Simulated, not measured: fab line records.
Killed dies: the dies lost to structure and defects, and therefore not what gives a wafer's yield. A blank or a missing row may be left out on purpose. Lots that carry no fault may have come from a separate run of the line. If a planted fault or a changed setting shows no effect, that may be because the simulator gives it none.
Which tool is to blame? || flow nand harc || 7 lots, 20 wafers sampled, at 2 steps of a route of 1302

WHAT THE GAUGES READ, wafer by wafer
NHARC_A_M1_THK_MEAS_24: measures by xrf.
{"lot": "L549", "measured": "day 24 07:04", "on": "film metro-01", "thk nm (nm)": "154.5 151.9 153.8"}
{"lot": "L550", "measured": "day 24 15:47", "on": "film metro-01", "thk nm (nm)": "155.4 152.1 152.5"}
{"lot": "L553", "measured": "day 25 12:40", "on": "film metro-02", "thk nm (nm)": "153.5 151.1 154.4"}
{"lot": "L555", "measured": "day 26 16:35", "on": "film metro-02", "thk nm (nm)": "154.6 155.5 155.3"}
{"lot": "L557", "measured": "day 27 23:25", "on": "film metro-01", "thk nm (nm)": "153.4 151.7 154.5"}
{"lot": "L560", "measured": "day 28 17:18", "on": "film metro-02", "thk nm (nm)": 154.3}
{"lot": "L570", "measured": "day 33 08:05", "on": "film metro-02", "thk nm (nm)": "151.9 150.7 152.0"}

WHICH TOOL RAN EACH LOT (tool, then ch and the chambers of the sampled wafers, then the start)
{"lot": "L549", "NHARC_P_M0_PVD_21": "pvd sputter-02, day 6 22:57"}
{"lot": "L550", "NHARC_P_M0_PVD_21": "pvd sputter-03, day 7 16:01"}
{"lot": "L553", "NHARC_P_M0_PVD_21": "pvd sputter-01, day 8 18:00"}
{"lot": "L555", "NHARC_P_M0_PVD_21": "pvd sputter-01, day 9 13:52"}
{"lot": "L557", "NHARC_P_M0_PVD_21": "pvd sputter-03, day 10 13:41"}
{"lot": "L560", "NHARC_P_M0_PVD_21": "pvd sputter-03, day 11 09:20"}
{"lot": "L570", "NHARC_P_M0_PVD_21": "pvd sputter-01, day 16 00:23"}
- NHARC_P_M0_PVD_21: deposits Cu, target thk 30 nm, time 20.49 s.

THE ANSWER, worked out from the rows above alone
Rule: the lots themselves supply what counts as usual. Put in order of their means at a reading, lots are off if they are a third of the lots or fewer, leave a main group of 4 or more, and stand apart from it by a gap of 3 or more times the standard deviation of the main group's means; of several such gaps the widest counts. A main group whose means are all the same, to the digits that the tables above print for the reading, isn't used. Also off: a lot with no number at a reading for which 4 or more lots have one. Any other lot the step has rows for is counted as sound.
Across all readings shown, no lot is off: no conclusion can be drawn from this.

WHAT THE SIMULATOR HAD INSERTED
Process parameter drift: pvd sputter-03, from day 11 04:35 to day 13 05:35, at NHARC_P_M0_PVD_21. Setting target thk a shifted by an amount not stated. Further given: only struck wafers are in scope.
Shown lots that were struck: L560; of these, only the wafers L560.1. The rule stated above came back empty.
